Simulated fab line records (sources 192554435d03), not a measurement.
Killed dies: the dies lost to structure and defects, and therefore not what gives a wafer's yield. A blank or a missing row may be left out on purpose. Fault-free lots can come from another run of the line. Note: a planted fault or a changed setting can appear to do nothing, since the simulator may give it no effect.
What tool caused it? -- flow n5_finfet -- Sampling: 24 lots, 72 wafers, 2 of 1938 route steps

## WHAT THE GAUGES READ, wafer by wafer
N5_BEOL_M15_OVL_MEAS_11. Usual: for V14_OVL the level is -2 nm and the standard deviation is 4.2.
lot,measured,on,V14_OVL (nm),flag
L074,day 11 08:21,overlay-01,-7 1 -3,
L075,day 11 09:22,overlay-02,-5 -5 0,
L076,day 11 17:17,overlay-02,-5 -4 -1,
L077,day 11 21:24,overlay-01,-11 -4 -5,
L078,day 12 12:38,overlay-02,2 -8 -10,
L079,day 12 17:48,overlay-01,6 2 -1,
L080,day 12 22:53,overlay-01,7 5 1,
L081,day 13 14:21,overlay-01,3 3 0,
L082,day 13 20:26,overlay-01,5 -1 -2,
L083,day 13 23:14,overlay-02,-5 -9 -5,
L084,day 14 03:07,overlay-01,5 -4 -1,
L085,day 14 04:43,overlay-01,-7 2 8,
L086,day 14 19:43,overlay-02,-2 -5 2,
L088,day 15 02:05,overlay-01,-3 -6 2,
L087,day 15 07:05,overlay-01,-7 -4 -5,
L089,day 15 21:05,overlay-02,-2 -3 4,
L090,day 16 00:24,overlay-01,-7 2 -2,
L091,day 16 03:17,overlay-02,-6 -6 -3,
L092,day 16 14:22,overlay-02,1 -9 -4,
L094,day 16 21:52,overlay-01,-5 -4 -2,
L095,day 16 22:13,overlay-02,-3 -2 -6,
L093,day 17 04:25,overlay-01,9 0 7,
L096,day 17 14:13,overlay-02,0 -1 -6,
L097,day 18 04:24,overlay-02,4 1 -7,

## WHICH TOOL RAN EACH LOT (tool, then ch and the chambers of the sampled wafers, then the start)
lot,N5_BEOL_M14_DEP_53
L074,"pecvd-03 ch 0,2, day 11 07:30"
L075,"pecvd-03 ch 1,2, day 11 08:31"
L076,"pecvd-01 ch 0,1,2, day 11 16:27"
L077,"pecvd-04 ch 0,1,2, day 11 20:41"
L078,"pecvd-01 ch 0,1,2, day 12 11:55"
L079,"pecvd-01 ch 0,1,2, day 12 16:58"
L080,"pecvd-04 ch 0,1,2, day 12 22:10"
L081,"pecvd-04 ch 0,1,2, day 13 13:29"
L082,"pecvd-03 ch 1,2, day 13 19:44"
L083,"pecvd-03 ch 0,1, day 13 22:31"
L084,"pecvd-01 ch 0,1, day 14 02:17"
L085,"pecvd-03 ch 0,1, day 14 03:59"
L086,"pecvd-01 ch 0,2, day 14 18:54"
L088,"pecvd-01 ch 1,2, day 15 01:14"
L087,"pecvd-04 ch 0,1, day 15 06:23"
L089,"pecvd-04 ch 0,1, day 15 20:22"
L090,"pecvd-01 ch 0,1,2, day 15 23:42"
L091,"pecvd-03 ch 1,2, day 16 02:35"
L092,"pecvd-03 ch 0,1,2, day 16 09:58"
L094,"pecvd-04 ch 1,2, day 16 21:10"
L095,"pecvd-01 ch 0,1,2, day 16 21:31"
L093,"pecvd-04 ch 0,2, day 17 03:41"
L096,"pecvd-03 ch 0,2, day 17 13:31"
L097,"pecvd-01 ch 0,2, day 18 03:35"
- N5_BEOL_M14_DEP_53: deposits SiCN from 3MS/NH3, target thk 50 nm, time 17.8 s.

## AS READ BY THE TOOLS THEMSELVES (means over the sampled wafers that have a number; for cases with no such wafer, the mark the record gives instead)
N5_BEOL_M14_DEP_53. Usual: showerhead_plenum_p_Torr 4.168 Torr, standard deviation 0.021; throttle_valve_pct 17.3 %, standard deviation 0.52.
lot,tool,showerhead_plenum_p_Torr (Torr),throttle_valve_pct (%),flag
L074,pecvd-03,4.191,17.1,
L075,pecvd-03,4.178,16.6,
L076,pecvd-01,4.172,17.7,
L077,pecvd-04,4.143,17.0,
L078,pecvd-01,4.168,17.6,
L079,pecvd-01,4.171,17.7,
L080,pecvd-04,4.142,16.8,
L081,pecvd-04,4.141,16.9,
L082,pecvd-03,4.177,16.8,
L083,pecvd-03,4.188,17.8,
L084,pecvd-01,4.175,17.6,
L085,pecvd-03,4.185,17.2,
L086,pecvd-01,4.164,17.8,
L088,pecvd-01,4.180,17.5,
L087,pecvd-04,4.132,17.4,
L089,pecvd-04,4.138,17.3,
L090,pecvd-01,4.169,17.8,
L091,pecvd-03,4.187,16.9,
L092,pecvd-03,4.191,17.4,
L094,pecvd-04,4.152,16.7,
L095,pecvd-01,4.172,17.6,
L093,pecvd-04,4.145,17.1,
L096,pecvd-03,4.188,17.8,
L097,pecvd-01,4.165,17.6,

## THE ANSWER, worked out from the rows above alone
Rule: lot off if the mean of its wafers having a number is beyond 3 standard deviations from the usual mean. A lot without any number at a reading at which 4 lots or more have one is off too. Any other lot the step has rows for is counted as sound. First the gauges in route order, then the tools' own readings, where a lot's mean is used as printed above. At the first step where some lot is off, the reading lying furthest off is the one used; lots without a number count as furthest.
Nothing can be told from this: no lot is off at any reading shown.

## WHAT WAS PUT IN BY THE SIMULATOR
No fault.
